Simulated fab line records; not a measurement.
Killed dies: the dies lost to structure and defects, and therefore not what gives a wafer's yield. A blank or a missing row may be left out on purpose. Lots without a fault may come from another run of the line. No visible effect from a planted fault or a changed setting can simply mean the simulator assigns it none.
A struck lot beside a sound one + flow nand harc + 39 steps out of a route of 1302
Sound: these wafers, L269.2, L269.3, L269.6. Struck: wafer L282.6. (L282.2, L282.3 of the same lot were not struck and are left out.) The cause comes at the end.
Each step with rows lists, per side, the tool, then ch with its chambers, then its first start. Under that, the readings that differ: sound wafers + struck wafers + difference of the means + sigmas: that difference in standard deviations of wafers without a fault.
alike: readings whose means differ by less than 2 such deviations, and words and numbers that are the same on both sides. not compared: withheld readings, readings that some wafer has no value for, bounds like >300 that may hide the same value, and numbers for which the record gives no deviation and whose values overlap.
A row with sigmas, a row that says differs or no value, or rows on one side alone: a step with any of these is where the two part. Numbers that don't overlap but have no deviation are shown without sigmas and don't part them. A reading that every wafer of one side lacks parts them only if that side has two wafers or more.

first, 1 step without rows for these wafers: NHARC_P_BONDPAD_HARDBAKE_10 (time 65 s).
NHARC_P_BONDPAD_DESCUM_11: chemistry O2, time 3 s.
  sound on rie diel-11 ch 0,1,2, day 6 21:57; struck on rie diel-06 ch 3, day 12 18:19
  alike: drypump motor current A, oes product au, rf vpp V, showerhead plenum p Torr, throttle valve pct
  not compared: rf hours counter h
then, 1 step without rows for these wafers: NHARC_P_BONDPAD_ETCH_37 (etches the open film in N2/H2, target depth 60 nm, overetch 18 nm, time 65.91 s).
NHARC_P_BONDPAD_ETCH_12: etches the open film in CHF3/O2, target depth 200 nm, time 100 s.
  sound: rie diel-11 ch 0,1,2; struck: rie diel-06 ch 2
  alike: drypump motor current A, oes product au, rf fwd power W, rf vpp V, showerhead plenum p Torr, throttle valve pct
  not compared: rf hours counter h
NHARC_P_BONDPAD_CD_MEAS_13:
  struck on cd sem-01, day 12 18:37; sound on cd sem-03, day 6 22:16
| reading    | sound             | struck | difference | sigmas |
|------------|-------------------|--------|------------|--------|
| cd nm (nm) | 502.1 499.0 499.9 | 496.5  | -3.8       | -3     |
NHARC_P_BONDPAD_STRIP_15: strips in O2.
  sound on rie diel-06 ch 1,3, day 6 22:20; struck on rie diel-06 ch 1, day 12 18:43
  alike: drypump motor current A, oes product au, rf vpp V, showerhead plenum p Torr, throttle valve pct
  not compared: rf hours counter h
then, 6 steps without rows for these wafers: NHARC_P_BONDPAD_ETCH_24 (etches the open film in CF4/N2, target depth 30 nm, time 72.99 s); NHARC_P_BONDPAD_STRIP_16 (strips in post etch residue remover, time 600 s); NHARC_P_BONDPAD_DEGAS_25 (time 60 s); NHARC_P_BONDPAD_PRE_CLEAN_26 (time 30 s); NHARC_P_BONDPAD_PVD_17 (deposits TaN, target thk 5 nm, time 8.06 s); NHARC_P_BONDPAD_PVD_27 (deposits Cu, target thk 30 nm, time 20.49 s).
NHARC_P_BONDPAD_ECD_18: material Cu, target thk 400 nm.
  sound on ecd cu-02 ch 0,1, day 6 23:17; struck on ecd cu-01 ch 0, day 12 19:42
  alike: bath temp c
then, 3 steps without rows for these wafers: NHARC_P_BONDPAD_ANNEAL_28 (time 90 s); NHARC_P_BONDPAD_CMP_19 (polishes, t overpolish 30 s, cu recess touch 16 s, target thk 160.81 nm); NHARC_P_BONDPAD_SRD_21 (time 30 s, dry time 20 s).
NHARC_P_BONDPAD_INSPECT_23:
  struck on defect inspect-02, day 12 20:55; sound on defect inspect-02, day 7 00:34
  alike: raw defect count
NHARC_P_BONDPAD_ACTIVATE_29: chemistry N2, time 60 s.
  sound on rie diel-13 ch 0,2, day 7 00:38; struck on rie diel-11 ch 0, day 12 20:59
| reading               | sound             | struck | difference | sigmas |
|-----------------------|-------------------|--------|------------|--------|
| oes product au (a.u.) | 0.995 0.998 0.984 | 1.010  | +0.018     | +3     |
  alike: drypump motor current A, rf vpp V, showerhead plenum p Torr
  not compared: rf hours counter h
then, 2 steps without rows for these wafers: NHARC_P_BONDPAD_PRECLEAN_30 (cleans in DIW, time 300 s); NHARC_P_BONDPAD_SRD_31 (time 30 s, dry time 20 s).
NHARC_A_START_INSPECT_01:
  sound wafers here have rows in the record (defect inspect-02, day 7 01:01); struck ones have none
then, 11 steps without rows for these wafers: NHARC_A_ZERO_WELL_PRECLEAN_00 (cleans in SPM, time 600 s); NHARC_A_ZERO_WELL_SRD_01; NHARC_A_ZERO_WELL_DEHYDRATE_02 (time 120 s); NHARC_A_ZERO_WELL_HMDS_03 (time 30 s); NHARC_A_ZERO_WELL_COAT_18 (time 65 s); NHARC_A_ZERO_WELL_COAT_04 (resist thk 600 nm); NHARC_A_ZERO_WELL_SOFTBAKE_05 (time 70 s); NHARC_A_ZERO_WELL_EBR_06; NHARC_A_ZERO_WELL_EXPOSE_07 (exposes mask A ZERO); NHARC_A_ZERO_WELL_PEB_08 (peb time 80 s); NHARC_A_ZERO_WELL_DEVELOP_09 (time 50 s).
NHARC_A_ZERO_WELL_CD_MEAS_10: the cd target is 2000 nm.
  the record has rows for the sound wafers here (cd sem-03 ch 0, day 7 01:52) and none for the struck ones
then, 1 step without rows for these wafers: NHARC_A_ZERO_WELL_HARDBAKE_11 (time 65 s).
NHARC_A_ZERO_WELL_DESCUM_12: chemistry O2, time 3 s.
  the record has rows for the sound wafers here (rie diel-03 ch 0,1,3, day 7 02:02) and none for the struck ones
then, 3 steps without rows for these wafers: NHARC_A_ZERO_WELL_ETCH_19 (etches the open film in N2/H2, target depth 80 nm, overetch 24 nm, time 87.88 s); NHARC_A_ZERO_WELL_ETCH_13 (etches the open film in HBr/Cl2, target depth 120 nm, time 40.1 s); NHARC_A_ZERO_WELL_STRIP_14 (strips in SPM, time 900 s).
-- jump in the record: it breaks off in module A_ZERO_WELL and resumes in module END (first step shown: number 1302 of the route), and 18 days separate the struck wafers' starts before and after --
NHARC_END_SORT_01:
  sound on prober-01 ch 0, day 25 01:56; struck on prober-02 ch 0, day 30 12:08
| reading                  | sound          | struck | difference | sigmas      |
|--------------------------|----------------|--------|------------|-------------|
| defect limited yield (%) | 90.7 90.4 90.5 | 0.1    | -90.4      | -38         |
| killed at periphery      | 4 4 6          | 605    | +600       | +99 or more |
| killed dies              | 63 65 64       | 676    | +612       | +38         |
| sort_bin_2_pct (%)       | 3.5 3.1 3.8    | 93.1   | +89.6      | +90         |
| sort n pass              | 614 612 613    | 1      | -612       | -38         |
| sort rim yield pct (%)   | 94 92 91       | 1      | -91        | -21         |
| sort yield pct (%)       | 90.7 90.4 90.5 | 0.1    | -90.4      | -38         |
  alike: killed at array, killed at other, killed open, killed short, sort_bin_3_pct, sort_bin_4_pct

WHERE THEY PART
Earliest at NHARC_P_BONDPAD_CD_MEAS_13; latest, in this record, at NHARC_END_SORT_01.

WHY: what had been put in by the simulator
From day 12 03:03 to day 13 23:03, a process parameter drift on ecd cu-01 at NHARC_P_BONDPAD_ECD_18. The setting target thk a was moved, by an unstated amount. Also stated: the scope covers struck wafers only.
